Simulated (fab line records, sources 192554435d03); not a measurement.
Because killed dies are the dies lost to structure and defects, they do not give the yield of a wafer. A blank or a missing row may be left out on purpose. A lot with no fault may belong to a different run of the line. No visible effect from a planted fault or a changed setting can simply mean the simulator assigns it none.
Matching of chambers + flow n5-finfet + N5_BEOL_M6_CURE_75 on uv-cure-02: 3 sister chambers
The step cures SiCOH lowk, time 120 s. 3 wafers are shown with their chamber, then 10 later ones without.

== WAFERS, EACH WITH ITS CHAMBER ==
| wafer  | chamber | lamp-power-pct (%) |
|--------|---------|--------------------|
| L084.6 | 0       | 52.40              |
| L085.6 | 2       | 52.29              |
| L088.3 | 1       | 52.30              |

== WAFERS WITHOUT THEIR CHAMBER ==
| wafer  | lamp-power-pct (%) |
|--------|--------------------|
| L088.5 | 52.40              |
| L093.2 | 52.37              |
| L093.4 | 52.37              |
| L093.6 | 52.21              |
| L094.2 | 52.30              |
| L094.5 | 52.20              |
| L094.6 | 52.36              |
| L095.2 | 52.35              |
| L095.5 | 52.26              |
| L095.6 | 52.35              |

== WHICH CHAMBER EACH WENT THROUGH ==
| wafer  | from the rows above          | in truth                   |
|--------|------------------------------|----------------------------|
| L088.5 | 0                            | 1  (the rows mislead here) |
| L093.2 | can't be placed: 0 or 1 or 2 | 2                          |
| L093.4 | can't be placed: 0 or 1 or 2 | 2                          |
| L093.6 | can't be placed: 2 or 1      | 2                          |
| L094.2 | can't be placed: 1 or 2      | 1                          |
| L094.5 | can't be placed: 2 or 1      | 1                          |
| L094.6 | can't be placed: 0 or 1 or 2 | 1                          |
| L095.2 | can't be placed: 0 or 1 or 2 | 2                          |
| L095.5 | can't be placed: 2 or 1      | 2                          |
| L095.6 | can't be placed: 0 or 1 or 2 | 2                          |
Correct placement for 0 of the 10. Unplaceable from these rows: 9, with the true chamber sitting among the candidates in 9. Number placed wrongly: 1.
How it was worked out, from the rows above alone: a wafer's distance from a chamber is the root of the sum, over the readings, of the square of ((its reading less the chamber's mean) divided by the reading's scatter). The wafer belongs to the nearest chamber; if the next one is less than 2 further off, it can't be placed. Each chamber's mean is taken over the wafers shown for it. The scatter: with one shown wafer a chamber, the root of the mean of the squares of how far each hidden wafer lies from its nearest shown one.
